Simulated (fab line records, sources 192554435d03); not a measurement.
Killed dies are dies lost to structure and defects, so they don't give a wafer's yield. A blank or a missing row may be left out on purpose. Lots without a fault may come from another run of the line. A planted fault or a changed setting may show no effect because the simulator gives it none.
Problem report in the 8D (eight disciplines) form, filled by code | flow n5_finfet | the parts of the form that need people (team, actions taken, sign-off) are left out

1. THE PROBLEM
susceptor_temp_C at N5_BEOL_M4_PECVD_72 reads a mean of 394.06 C on 9 wafers of 3 lots; wafers without a fault read 399.99 C with a standard deviation of 0.25. That is -24 standard deviations from the usual mean.
The step: deposits SiO2 from TEOS/O2, target thk 16 nm, time 18 s.
First seen on wafer L767.1, day 13 03:08, on pecvd-01. The record holds 15 wafers of 5 lots with a number at this step. Rule for "out", or "out of limits": more than 4 standard deviations from the usual mean. The other wafers with a number count as sound.

2. WHAT IT IS AND WHAT IT IS NOT
question                    | is                     | is not
which readings at this step | susceptor_temp_C       | rf_fwd_power_W, showerhead_plenum_p_Torr, throttle_valve_pct
which lots                  | L767, L769, L770       | L753, L759
which wafers of those lots  | all that have a number | -
read on which tools         | pecvd-01               | -
when                        | from day 13 03:08      | up to then (6 sound wafers)

3. SUSPECTS, AND WHAT RULES EACH OUT
Counting: a tool at a process step up to the reading stays a suspect if it ran every lot that is out and no sound lot after the first of them.
- pecvd-01 at N5_BEOL_M4_PECVD_72 (deposits SiO2 from TEOS/O2, target thk 16 nm, time 18 s): kept. It ran every lot that is out, first L767 (day 13 03:08), and no sound lot after that; its last sound lot up to then is L759 (day 11 08:53). Its own readings are out on those wafers: susceptor_temp_C.
Left after counting: pecvd-01 at N5_BEOL_M4_PECVD_72.

4. THE CAUSE (what the simulator had put in)
Process parameter drift: pecvd-01, from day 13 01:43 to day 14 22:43, at N5_BEOL_M4_PECVD_72. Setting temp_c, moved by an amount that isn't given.
Counting left only this tool.

5. THE CHAIN OF EFFECTS, in route order
Each row: a reading whose mean over the struck wafers that have a number lies more than 3 standard deviations from the usual. Only readings for which the record gives a usual standard deviation are gone through. hours: the time from each lot's start at the first step in this table that gives one to its start at this step, as a median over the lots. sigmas: the change in usual standard deviations.
hours | step                | reading          | usual    | on struck wafers | change | sigmas
0     | N5_BEOL_M4_PECVD_72 | susceptor_temp_C | 399.99 C | 394.06           | -5.93  | -24
The process steps in it:
- N5_BEOL_M4_PECVD_72: deposits SiO2 from TEOS/O2, target thk 16 nm, time 18 s.
Later measuring or inspecting steps at which every struck wafer that the step has a row for has a number for every such reading, and none has moved that far: N5_BEOL_M4_RC_MEAS_101.

6. WHAT WOULD HAVE CAUGHT IT SOONER
In this record the first reading out of limits was taken at day 13 03:08, 1 hour after the fault began at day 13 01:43.
